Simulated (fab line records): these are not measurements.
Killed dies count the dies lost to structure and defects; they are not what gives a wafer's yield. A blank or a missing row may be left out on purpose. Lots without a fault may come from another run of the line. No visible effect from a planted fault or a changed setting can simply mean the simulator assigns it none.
Chamber matching -- flow n5-finfet -- rie-diel-06 running N5_BEOL_M11_STRIP_36: 4 sister chambers
The step strips in N2/H2. 8 wafers are shown with their chamber, then 12 later ones without.

## WAFERS, EACH WITH ITS CHAMBER
wafer,chamber,drypump-motor-current-A (A),throttle-valve-pct (%)
L081.1,2,6.0,23.78
L081.6,2,6.0,23.79
L087.1,1,6.0,23.63
L087.5,0,5.4,23.32
L087.6,3,5.1,23.48
L090.1,1,6.0,23.62
L090.4,0,5.5,23.31
L090.5,3,5.1,23.53

## WAFERS WHOSE CHAMBER IS MISSING
wafer,drypump-motor-current-A (A),throttle-valve-pct (%)
L091.3,5.5,23.32
L091.4,6.0,23.68
L091.5,5.9,23.78
L093.3,6.0,23.64
L093.5,5.9,23.79
L093.6,5.1,23.49
L092.1,5.1,23.53
L092.3,5.9,23.81
L092.5,5.1,23.53
L095.2,5.5,23.31
L095.5,6.0,23.65
L095.6,5.5,23.29

## CHAMBER TAKEN BY EACH
wafer,from the rows above,in truth
L091.3,0,0
L091.4,1,1
L091.5,2,2
L093.3,1,1
L093.5,2,2
L093.6,3,3
L092.1,3,3
L092.3,2,2
L092.5,3,3
L095.2,0,0
L095.5,1,1
L095.6,0,0
12 of 12 placed correctly. Can't be placed from these rows: 0. Placed wrongly: 0.
How it was worked out, from the rows above alone: a wafer's distance from a chamber is the root of the sum, over the readings, of the square of ((its reading less the chamber's mean) divided by the reading's scatter). If the next closest chamber is less than 2 further off than the closest, the wafer can't be placed; otherwise it belongs to the closest. A chamber's mean is the mean of its shown wafers. The scatter: the root of (the sum of the squares of (reading less its chamber's mean) over the shown wafers, divided by (wafers less chambers)).
